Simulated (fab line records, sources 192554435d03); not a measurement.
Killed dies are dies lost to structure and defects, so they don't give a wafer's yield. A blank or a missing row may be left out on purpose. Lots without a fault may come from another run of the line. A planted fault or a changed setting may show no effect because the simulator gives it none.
Chamber matching | flow n5_finfet | N5_BEOL_M4_PRE_CLEAN_60 on cvd_co-02: 3 sister chambers
The step time 15 s. 14 wafers are shown with their chamber, then 7 later ones without.

WAFERS WITH THEIR CHAMBER
wafer  | chamber | heater_power_w (W)
L861.1 | 2       | 96
L861.2 | 0       | 66
L861.5 | 2       | 95
L860.2 | 1       | 83
L860.3 | 0       | 69
L860.4 | 0       | 66
L863.2 | 2       | 96
L863.3 | 1       | 82
L863.6 | 2       | 96
L870.1 | 1       | 84
L870.2 | 2       | 97
L870.3 | 0       | 71
L873.1 | 2       | 94
L873.4 | 2       | 100

SIGNATURES (means of the wafers above)
reading        | chamber 0 | chamber 1 | chamber 2 | scatter within a chamber
heater_power_w | 68.00     | 83.00     | 96.29     | 1.94
Rule: a wafer's distance from a chamber is the root of the sum, over the readings, of the square of ((its reading less the chamber's mean) divided by the reading's scatter). The wafer belongs to the nearest chamber; if the next one is less than 2 further off, it can't be placed. The scatter: the root of (the sum of the squares of (reading less its chamber's mean) over the shown wafers, divided by (wafers less chambers)).

WAFERS WITHOUT THEIR CHAMBER
wafer  | heater_power_w (W)
L873.5 | 85
L878.1 | 83
L878.2 | 70
L878.5 | 69
L881.2 | 85
L881.5 | 84
L881.6 | 69

WHICH CHAMBER EACH WENT THROUGH
wafer  | from the rows above | in truth
L873.5 | 1                   | 1
L878.1 | 1                   | 1
L878.2 | 0                   | 0
L878.5 | 0                   | 0
L881.2 | 1                   | 1
L881.5 | 1                   | 1
L881.6 | 0                   | 0
Placed correctly: 7 of 7. Can't be placed from these rows: 0. Placed wrongly: 0.
